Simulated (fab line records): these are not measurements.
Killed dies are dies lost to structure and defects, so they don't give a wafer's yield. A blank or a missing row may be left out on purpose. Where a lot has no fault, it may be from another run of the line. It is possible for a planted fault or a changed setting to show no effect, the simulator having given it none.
Matching of chambers ; flow nandHarc ; NHARC_A_CONTACT_DESCUM_74 on rieDiel-11: 4 sister chambers
The step chemistry O2, time 3 s. 4 wafers are shown with their chamber, then 12 later ones without.

== WAFERS WITH THEIR CHAMBER ==
wafer;chamber;drypumpMotorCurrentA (A)
L090.2;3;5.1
L090.6;1;5.3
L092.4;2;6.6
L092.6;0;6.0

== WAFERS WHOSE CHAMBER IS MISSING ==
wafer;drypumpMotorCurrentA (A)
L091.1;6.0
L091.2;5.3
L091.3;5.2
L095.3;6.7
L095.4;5.3
L095.5;6.7
L094.1;5.2
L094.3;5.3
L094.6;6.0
L097.3;6.0
L097.4;5.2
L097.6;5.2

== THE CHAMBER EACH PASSED THROUGH ==
wafer;from the rows above;in truth
L091.1;0;0
L091.2;1;1
L091.3;can't be placed: 1 or 3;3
L095.3;2;2
L095.4;1;1
L095.5;2;2
L094.1;can't be placed: 1 or 3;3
L094.3;1;1
L094.6;0;0
L097.3;0;0
L097.4;can't be placed: 1 or 3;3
L097.6;can't be placed: 1 or 3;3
Correct placement for 8 of the 12. Not placeable from these rows: 4 (in 4, the candidates include the true chamber). Placed wrongly: 0.
How it was worked out, from the rows above alone: a wafer's distance from a chamber is the root of the sum, over the readings, of the square of ((its reading less the chamber's mean) divided by the reading's scatter). The wafer belongs to the nearest chamber; if the next one is less than 2 further off, it can't be placed. Each chamber's mean is taken over the wafers shown for it. The scatter: root of mean squared gap, hidden wafer to nearest shown wafer, with one shown wafer a chamber.
